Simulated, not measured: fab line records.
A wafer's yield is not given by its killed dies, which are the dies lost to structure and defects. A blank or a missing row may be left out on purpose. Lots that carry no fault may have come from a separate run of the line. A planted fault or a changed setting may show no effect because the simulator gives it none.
Matching of chambers :: flow n5Finfet :: N5_GATE_CUT_CMP_61 on cmp-04 has 4 sister chambers
The step polishes, stops on SiNx, t overpolish 3 s. 4 wafers are shown with their chamber, then 11 later ones without.

== EACH WAFER AND ITS CHAMBER ==
wafer: L086.2
chamber: 2
motorCurrentA (A): 10.7

wafer: L089.2
chamber: 1
motorCurrentA (A): 11.2

wafer: L089.5
chamber: 0
motorCurrentA (A): 13.1

wafer: L090.2
chamber: 3
motorCurrentA (A): 11.4

== WAFERS WITHOUT THEIR CHAMBER ==
wafer: L090.5
motorCurrentA (A): 11.2

wafer: L090.6
motorCurrentA (A): 11.4

wafer: L091.2
motorCurrentA (A): 10.9

wafer: L091.4
motorCurrentA (A): 10.8

wafer: L091.5
motorCurrentA (A): 11.8

wafer: L093.2
motorCurrentA (A): 11.5

wafer: L093.3
motorCurrentA (A): 11.4

wafer: L093.4
motorCurrentA (A): 11.4

wafer: L094.3
motorCurrentA (A): 12.9

wafer: L094.4
motorCurrentA (A): 12.6

wafer: L094.6
motorCurrentA (A): 11.4

== THE CHAMBER EACH PASSED THROUGH ==
wafer: L090.5
from the rows above: can't be placed: 1 or 3
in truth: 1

wafer: L090.6
from the rows above: can't be placed: 3 or 1
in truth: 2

wafer: L091.2
from the rows above: can't be placed: 2 or 1 or 3
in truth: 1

wafer: L091.4
from the rows above: can't be placed: 2 or 1
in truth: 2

wafer: L091.5
from the rows above: can't be placed: 3 or 1
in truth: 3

wafer: L093.2
from the rows above: can't be placed: 3 or 1
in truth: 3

wafer: L093.3
from the rows above: can't be placed: 3 or 1
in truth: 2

wafer: L093.4
from the rows above: can't be placed: 3 or 1
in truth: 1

wafer: L094.3
from the rows above: 0
in truth: 0

wafer: L094.4
from the rows above: 0
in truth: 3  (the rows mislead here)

wafer: L094.6
from the rows above: can't be placed: 3 or 1
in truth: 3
Placed correctly: 1 of 11. Unplaceable from these rows: 9, with the true chamber sitting among the candidates in 7. Placed wrongly: 1.
How it was worked out, from the rows above alone: a wafer's distance from a chamber is the root of the sum, over the readings, of the square of ((its reading less the chamber's mean) divided by the reading's scatter). If the next closest chamber is less than 2 further off than the closest, the wafer can't be placed; otherwise it belongs to the closest. For every chamber, the mean is computed from those of its wafers that are shown. The scatter: with one shown wafer a chamber, the root of the mean of the squares of how far each hidden wafer lies from its nearest shown one.
